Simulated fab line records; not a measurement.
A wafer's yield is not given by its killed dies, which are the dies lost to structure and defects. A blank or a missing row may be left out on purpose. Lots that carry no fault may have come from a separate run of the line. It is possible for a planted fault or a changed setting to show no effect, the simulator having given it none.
Matching of chambers	flow nand-harc	NHARC_HYBRID_BOND_ACTIVATE_00 on rie-diel-04: 4 sister chambers
The step chemistry N2, time 60 s. 8 wafers are shown with their chamber, then 11 later ones without.

EACH WAFER AND ITS CHAMBER
wafer	chamber	drypump-motor-current-A (A)	oes-product-au (a.u.)
L919.4	2	5.55	0.970
L924.1	3	5.84	0.996
L924.2	1	5.68	1.015
L924.3	2	5.52	0.985
L929.1	3	5.85	1.001
L929.4	0	5.68	1.018
L929.5	1	5.66	1.018
L933.1	0	5.65	1.013

WAFERS MISSING THEIR CHAMBER
wafer	drypump-motor-current-A (A)	oes-product-au (a.u.)
L933.3	5.86	1.004
L933.6	5.85	0.993
L932.1	5.68	1.010
L932.3	5.66	1.020
L932.6	5.67	1.017
L936.1	5.83	0.987
L936.2	5.53	0.972
L936.6	5.52	0.990
L937.2	5.62	1.026
L937.3	5.84	0.988
L937.6	5.86	0.988

WHICH CHAMBER EACH WENT THROUGH
wafer	from the rows above	in truth
L933.3	3	3
L933.6	3	3
L932.1	can't be placed: 1 or 0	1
L932.3	can't be placed: 0 or 1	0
L932.6	can't be placed: 1 or 0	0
L936.1	3	3
L936.2	2	2
L936.6	2	2
L937.2	can't be placed: 0 or 1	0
L937.3	3	3
L937.6	3	3
Correct placement for 7 of the 11. Can't be placed from these rows: 4 (the true chamber is among the candidates in 4). 0 placed wrongly.
How it was worked out, from the rows above alone: a wafer's distance from a chamber is the root of the sum, over the readings, of the square of ((its reading less the chamber's mean) divided by the reading's scatter). The wafer belongs to the nearest chamber; if the next one is less than 2 further off, it can't be placed. For every chamber, the mean is computed from those of its wafers that are shown. The scatter is the square root of a quotient: the sum, over the shown wafers, of each reading's squared deviation from its chamber's mean, divided by wafers minus chambers.
